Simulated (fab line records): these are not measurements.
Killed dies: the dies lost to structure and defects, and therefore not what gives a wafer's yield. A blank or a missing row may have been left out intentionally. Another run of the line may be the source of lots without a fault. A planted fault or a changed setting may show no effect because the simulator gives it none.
What tool caused it?    flow n5-finfet    28 wafers from 10 lots sampled at 4 of the route's 1938 steps

## WHAT EACH GAUGE READ, for each wafer
N5_BEOL_M3_INSPECT_59: inspects for defects (darkfield).
lot   measured      on                 raw-defect-count
L542  day 7 19:20   defect-inspect-02  67 69 87
L543  day 7 20:38   defect-inspect-01  50 48 56
L545  day 9 09:49   defect-inspect-01  100 50
L548  day 10 06:40  defect-inspect-01  49 46
L549  day 10 09:16  defect-inspect-01  55 69 48
L557  day 12 07:35  defect-inspect-02  72 683 94
L559  day 12 13:25  defect-inspect-02  70 57 73
L563  day 13 13:50  defect-inspect-02  62 57 46
L562  day 14 01:40  defect-inspect-02  95 70 67
L564  day 14 07:42  defect-inspect-01  136 74 66

## EACH LOT AND THE TOOL THAT RAN IT (in order: tool; ch and the chambers of the sampled wafers; start)
lot   N5_BEOL_M3_ANNEAL_93          N5_BEOL_M3_SPUTTER_94         N5_BEOL_M3_DEP_57
L542  pvd-sputter-03, day 7 17:53   pvd-sputter-03, day 7 18:01   pecvd-02 ch 0,2, day 7 19:14
L543  pvd-sputter-01, day 7 19:13   pvd-sputter-01, day 7 19:21   pecvd-02 ch 0,1,2, day 7 20:33
L545  pvd-sputter-03, day 9 08:22   pvd-sputter-03, day 9 08:31   pecvd-03 ch 0,2, day 9 09:43
L548  pvd-sputter-01, day 10 05:18  pvd-sputter-01, day 10 05:25  pecvd-03 ch 0,1, day 10 06:35
L549  pvd-sputter-01, day 10 07:50  pvd-sputter-01, day 10 07:58  pecvd-04 ch 0,1,2, day 10 09:10
L557  pvd-sputter-01, day 12 06:08  pvd-sputter-01, day 12 06:17  pecvd-02 ch 1,2, day 12 07:29
L559  pvd-sputter-01, day 12 11:59  pvd-sputter-01, day 12 12:07  pecvd-04 ch 0,1,2, day 12 13:19
L563  pvd-sputter-01, day 13 11:08  pvd-sputter-01, day 13 11:16  pecvd-03 ch 1,2, day 13 13:30
L562  pvd-sputter-03, day 14 00:14  pvd-sputter-03, day 14 00:22  pecvd-03 ch 1,2, day 14 01:34
L564  pvd-sputter-03, day 14 06:16  pvd-sputter-03, day 14 06:25  pecvd-04 ch 1,2, day 14 07:37
- N5_BEOL_M3_ANNEAL_93: time 240 s.
- N5_BEOL_M3_SPUTTER_94: material Cu, target thk 4.5 nm, time 8.29 s.
- N5_BEOL_M3_DEP_57: deposits SiCN from 3MS/NH3, target thk 8 nm, time 14 s.

## THE ANSWER, worked out from the rows above alone
Rule: what is usual is taken from the lots themselves. The widest of any qualifying gaps counts: lots, ordered by their means at a reading, are off when they make up no more than a third of the lots, leave a main group of 4 or more, and stand apart from it by 3 or more times the standard deviation of that group's means. A main group is skipped when, at the precision printed for the reading in the tables above, its means are all equal. A lot without any number at a reading at which 4 lots or more have one is off too. Where the step has rows for the other lots, those lots are counted as sound.
Off at N5_BEOL_M3_INSPECT_59 (raw-defect-count): L557. The main group: mean 66, standard deviation 14.
A tool fits if, at a process step before that reading, it ran every lot that is off, and no sound lot after the first of them. Gauges at N5_BEOL_M3_INSPECT_59: tried the same way as those tools. One fits: N5_BEOL_M3_DEP_57 on pecvd-02. Its last sound lot is L543 (day 7 20:33), its first lot that is off L557 (day 12 07:29): a fault that began between those two fits.

## WHAT THE SIMULATOR PUT IN
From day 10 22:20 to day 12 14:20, pecvd-02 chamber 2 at N5_BEOL_M3_DEP_57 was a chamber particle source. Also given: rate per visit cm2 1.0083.
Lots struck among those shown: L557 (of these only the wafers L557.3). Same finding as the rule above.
